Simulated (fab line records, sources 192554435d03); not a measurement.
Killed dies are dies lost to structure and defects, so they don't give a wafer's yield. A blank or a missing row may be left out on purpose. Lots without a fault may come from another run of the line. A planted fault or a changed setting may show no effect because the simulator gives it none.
Which tool did it? | flow n5_finfet | 9 lots, 27 wafers sampled, at 5 steps of a route of 1938

WHAT THE GAUGES READ, wafer by wafer
N5_MOL_CONTACT_COAG_INSPECT_97: inspects for defects (darkfield).
lot  | measured     | on                | raw_defect_count
L779 | day 5 12:37  | defect_inspect-01 | 32 35 37
L782 | day 6 04:20  | defect_inspect-02 | 49 33 87
L784 | day 6 19:14  | defect_inspect-01 | 31 15 46
L788 | day 7 20:43  | defect_inspect-02 | 32 67 30
L789 | day 8 01:59  | defect_inspect-01 | 48 31 92
L790 | day 8 14:05  | defect_inspect-01 | 26 37 94
L798 | day 10 06:51 | defect_inspect-01 | 47 52 40
L799 | day 10 12:22 | defect_inspect-01 | 25 22 46
L800 | day 10 17:20 | defect_inspect-01 | 40 29 50

N5_BEOL_M4_RC_MEAS_101.
lot  | measured     | on        | DIBL_N (mV/V)  | DIBL_P (mV/V)  | IOFF_N (nA/um)    | IOFF_N_LONG (nA/um)        | IOFF_P (nA/um)    | IOFF_P_85C (nA/um) | IOFF_P_LIN (nA/um) | IOFF_P_LONG (nA/um)        | ION_N (uA/um) | ION_P (uA/um) | SS_N (mV/dec)  | SS_P (mV/dec)  | VT_N (mV)   | VT_N_LONG (mV)    | VT_N_LVT (mV) | VT_P (mV)      | VT_P_LONG (mV)       | VT_P_LVT (mV)
L779 | day 9 17:53  | prober-01 | 36.5 32.5 35.6 | 36.8 32.0 36.5 | 0.156 0.103 0.150 | 5.44e-05 5.38e-05 5.41e-05 | 0.193 0.136 0.190 | 3.5 2.6 3.4        | 0.092 0.071 0.091  | 9.6e-05 8.8e-05 9.5e-05    | 678 649 675   | 461 447 466   | 72.2 70.9 71.2 | 73.0 71.8 74.1 | 253 258 250 | 276.7 275.8 276.5 | 97 103 98     | -252 -258 -254 | -276.2 -278.4 -277.1 | -99.6 -104.4 -99.6
L782 | day 10 23:08 | prober-02 | 36.3 35.5 35.1 | 39.2 38.0 37.0 | 0.181 0.148 0.158 | 5.38e-05 5.44e-05 5.62e-05 | 0.208 0.189 0.186 | 3.6 3.4 3.3        | 0.095 0.090 0.090  | 9e-05 9.4e-05 9.3e-05      | 679 659 675   | 459 453 458   | 71.7 72.0 71.8 | 73.6 73.9 72.7 | 248 249 252 | 275.2 275.6 274.4 | 94 99 96      | -252 -253 -253 | -279.6 -277.1 -279.2 | -97.9 -99.3 -99.7
L784 | day 11 08:04 | prober-02 | 33.9 31.8 34.2 | 32.9 31.0 33.7 | 0.125 0.097 0.125 | 5.69e-05 5.58e-05 5.67e-05 | 0.150 0.135 0.157 | 2.8 2.6 2.9        | 0.078 0.074 0.081  | 9.4e-05 0.000103 9.7e-05   | 669 644 662   | 448 443 453   | 71.4 69.8 71.0 | 72.4 72.2 72.5 | 255 256 253 | 274.1 276.4 276.4 | 101 105 101   | -255 -257 -254 | -273.9 -276.8 -275.9 | -103.2 -104.1 -102.6
L788 | day 12 13:01 | prober-01 | 34.5 33.9 35.6 | 36.0 34.6 36.7 | 0.116 0.107 0.138 | 7.76e-05 7.64e-05 7.71e-05 | 0.129 0.121 0.142 | 2.4 2.3 2.6        | 0.061 0.059 0.066  | 0.000156 0.00015 0.00014   | 610 606 617   | 390 390 388   | 75.1 74.4 75.5 | 81.1 79.9 80.9 | 267 269 265 | 288.8 289.9 289.5 | 115 116 114   | -283 -285 -281 | -308.5 -310.3 -308.3 | -133.1 -131.6 -131.3
L789 | day 12 12:49 | prober-02 | 33.9 35.7 36.5 | 32.9 34.6 34.1 | 0.098 0.117 0.124 | 7.44e-05 7.52e-05 7.93e-05 | 0.101 0.119 0.109 | 2.0 2.3 2.1        | 0.052 0.058 0.054  | 0.000136 0.000143 0.000147 | 606 618 611   | 379 391 379   | 74.6 74.0 74.3 | 79.6 79.7 79.6 | 272 270 269 | 289.9 291.9 291.3 | 119 116 117   | -287 -286 -289 | -312.1 -310.0 -312.5 | -138.0 -135.9 -136.6
L790 | day 12 22:44 | prober-02 | 37.4 32.9 36.3 | 38.0 32.1 35.2 | 0.163 0.104 0.139 | 5.44e-05 5.44e-05 5.59e-05 | 0.246 0.162 0.201 | 4.0 2.8 3.4        | 0.112 0.083 0.097  | 0.000118 0.000111 0.000112 | 681 668 664   | 466 461 467   | 70.8 70.4 70.6 | 73.6 72.0 72.2 | 250 254 253 | 272.1 272.8 273.9 | 100 104 103   | -247 -252 -251 | -274.5 -272.6 -274.5 | -96.8 -101.5 -100.5
L798 | day 14 23:49 | prober-01 | 36.1 38.2 34.3 | 35.1 36.6 31.9 | 0.165 0.209 0.121 | 6.06e-05 6.15e-05 6e-05    | 0.231 0.262 0.186 | 4.0 4.5 3.4        | 0.113 0.124 0.098  | 0.000122 0.000118 0.000114 | 666 691 652   | 467 470 458   | 71.9 71.8 70.9 | 72.7 73.3 72.6 | 245 243 251 | 270.3 269.9 271.4 | 96 93 103     | -246 -244 -251 | -271.2 -268.7 -271.6 | -95.6 -94.4 -98.2
L799 | day 15 02:43 | prober-01 | 33.6 33.7 33.3 | 33.6 32.3 32.0 | 0.139 0.123 0.122 | 5.6e-05 5.66e-05 5.48e-05  | 0.173 0.147 0.149 | 3.1 2.7 2.8        | 0.086 0.077 0.077  | 9e-05 9.6e-05 9.4e-05      | 664 652 652   | 454 452 445   | 70.7 70.9 70.9 | 72.6 71.9 72.5 | 250 254 251 | 274.2 275.1 274.5 | 95 100 99     | -253 -257 -256 | -279.8 -280.9 -279.6 | -101.2 -104.0 -104.1
L800 | day 15 08:19 | prober-01 | 34.3 36.6 34.5 | 34.8 37.6 35.9 | 0.117 0.153 0.129 | 5.44e-05 5.36e-05 5.31e-05 | 0.170 0.217 0.184 | 3.0 3.7 3.2        | 0.082 0.097 0.087  | 0.000102 0.000103 9.7e-05  | 668 666 674   | 463 458 463   | 70.9 71.9 71.3 | 73.4 73.2 73.1 | 255 253 252 | 273.7 277.0 273.8 | 101 101 100   | -253 -251 -253 | -276.7 -277.8 -278.7 | -102.3 -99.5 -102.5

WHICH TOOL RAN EACH LOT (tool, then ch and the chambers of the sampled wafers, then the start)
lot  | N5_MOL_CONTACT_COAG_ETCH_67        | N5_MOL_CONTACT_COAG_ANNEAL_112  | N5_BEOL_M0_SAQP_PECVD_03
L779 | rie_diel-01 ch 2,3, day 5 06:52    | hp_anneal-01 ch 0, day 5 09:35  | pecvd-01 ch 0,1, day 5 14:36
L782 | rie_diel-03 ch 0,1,2, day 5 23:25  | hp_anneal-01 ch 0, day 6 01:19  | pecvd-01 ch 1,2, day 6 05:37
L784 | rie_diel-04 ch 0,1,3, day 6 14:56  | hp_anneal-01 ch 0, day 6 16:13  | pecvd-04 ch 0,1,2, day 6 20:15
L788 | rie_diel-01 ch 0,1,2, day 7 14:55  | hp_anneal-01, day 7 17:40       | pecvd-02 ch 0,1,2, day 7 22:49
L789 | rie_diel-04 ch 2,3, day 7 21:34    | hp_anneal-01, day 7 22:58       | pecvd-04 ch 0,1,2, day 8 03:58
L790 | rie_diel-04 ch 2,3, day 8 09:47    | hp_anneal-01 ch 0, day 8 11:02  | pecvd-01 ch 0,1,2, day 8 15:17
L798 | rie_diel-04 ch 0,1,2, day 10 02:34 | hp_anneal-01 ch 0, day 10 03:49 | pecvd-01 ch 0,1, day 10 07:50
L799 | rie_diel-01 ch 1,2, day 10 07:44   | hp_anneal-01 ch 0, day 10 09:20 | pecvd-02 ch 1,2, day 10 15:16
L800 | rie_diel-03 ch 2,3, day 10 13:02   | hp_anneal-01 ch 0, day 10 14:17 | pecvd-04 ch 0,1, day 10 18:27
- N5_MOL_CONTACT_COAG_ETCH_67: etches SOC in N2/H2, target depth 60 nm, overetch 21 nm, time 101.2 s.
- N5_MOL_CONTACT_COAG_ANNEAL_112: time 1800 s.
- N5_BEOL_M0_SAQP_PECVD_03: deposits SiCN from 3MS/NH3, target thk 12 nm, time 21.1 s.

WHAT THE TOOLS THEMSELVES READ (means of the sampled wafers that have a number; where no wafer has one, the mark that the record gives instead)
N5_MOL_CONTACT_COAG_ETCH_67.
lot  | tool        | drypump_motor_current_A (A) | h2_flow_sccm (sccm) | oes_product_au (a.u.) | rf_vpp_V (V) | showerhead_plenum_p_Torr (Torr) | throttle_valve_pct (%)
L779 | rie_diel-01 | 6.1                         | 200.4               | 0.77                  | 521.6        | 2.47                            | 17.5
L782 | rie_diel-03 | 5.4                         | 199.5               | 0.61                  | 522.4        | 2.51                            | 17.8
L784 | rie_diel-04 | 5.9                         | 199.7               | 0.61                  | 523.2        | 2.53                            | 17.9
L788 | rie_diel-01 | 6.2                         | 200.0               | 0.67                  | 522.8        | 2.52                            | 18.0
L789 | rie_diel-04 | 5.5                         | 199.6               | 0.61                  | 520.3        | 2.41                            | 17.9
L790 | rie_diel-04 | 5.3                         | 199.8               | 0.60                  | 519.8        | 2.40                            | 17.8
L798 | rie_diel-04 | 6.0                         | 199.9               | 0.66                  | 523.2        | 2.52                            | 18.0
L799 | rie_diel-01 | 6.3                         | 200.5               | 0.66                  | 521.3        | 2.45                            | 18.1
L800 | rie_diel-03 | 5.7                         | 199.6               | 0.62                  | 522.4        | 2.50                            | 17.7

N5_MOL_CONTACT_COAG_ANNEAL_112.
lot  | tool         | pressure_atm | spike_tc_bottom_C (C) | spike_tc_top_C (C) | wafer_temp_C_max | zone_power_bottom_pct (%)
L779 | hp_anneal-01 | 10.017       | 419.8                 | 434.8              | 402.2            | 12.33
L782 | hp_anneal-01 | 9.979        | 420.5                 | 435.4              | 401.9            | 12.44
L784 | hp_anneal-01 | 10.034       | 420.2                 | 434.8              | 401.9            | 12.41
L788 | hp_anneal-01 | -            | -                     | -                  | -                | -
L789 | hp_anneal-01 | -            | -                     | -                  | -                | -
L790 | hp_anneal-01 | 9.998        | 420.2                 | 434.4              | 402.0            | 12.41
L798 | hp_anneal-01 | 10.011       | 420.9                 | 434.5              | 401.5            | 12.53
L799 | hp_anneal-01 | 10.006       | 421.4                 | 435.4              | 401.9            | 12.51
L800 | hp_anneal-01 | 9.974        | 420.5                 | 435.4              | 401.9            | 12.44

N5_BEOL_M0_SAQP_PECVD_03.
lot  | tool     | showerhead_plenum_p_Torr (Torr) | throttle_valve_pct (%)
L779 | pecvd-01 | 3.682                           | 9.0
L782 | pecvd-01 | 3.694                           | 9.4
L784 | pecvd-04 | 3.673                           | 8.8
L788 | pecvd-02 | 3.673                           | 9.0
L789 | pecvd-04 | 3.667                           | 9.1
L790 | pecvd-01 | 3.689                           | 8.9
L798 | pecvd-01 | 3.674                           | 9.1
L799 | pecvd-02 | 3.662                           | 9.0
L800 | pecvd-04 | 3.656                           | 8.7

THE ANSWER, worked out from the rows above alone
Rule: what is usual is taken from the lots themselves. Put in order of their means at a reading, lots are off if they are a third of the lots or fewer, leave a main group of 4 or more, and stand apart from it by a gap of 3 or more times the standard deviation of the main group's means; of several such gaps the widest counts. A main group whose means are all the same, to the digits that the tables above print for the reading, isn't used. A lot without any number at a reading at which 4 lots or more have one is off too. The other lots that the step has rows for count as sound. The gauges are gone through in route order, then the tools' own readings, and for those a lot's mean is taken as printed above. The first step at which some lot is off is used, and at that step the reading that is off furthest; a lot without a number counts as furthest.
Off: L788, L789, at N5_BEOL_M4_RC_MEAS_101 (SS_P). The main group: mean 72.8 mV/dec, standard deviation 0.38.
A tool fits if, at a process step before that reading, it ran every lot that is off, and no sound lot after the first of them. The gauges at N5_BEOL_M4_RC_MEAS_101 aren't tried: what is off there is off at N5_MOL_CONTACT_COAG_ANNEAL_112 too, on other tools, and a gauge's error can't cause that. None of those tried fits.

WHAT THE SIMULATOR HAD PUT IN
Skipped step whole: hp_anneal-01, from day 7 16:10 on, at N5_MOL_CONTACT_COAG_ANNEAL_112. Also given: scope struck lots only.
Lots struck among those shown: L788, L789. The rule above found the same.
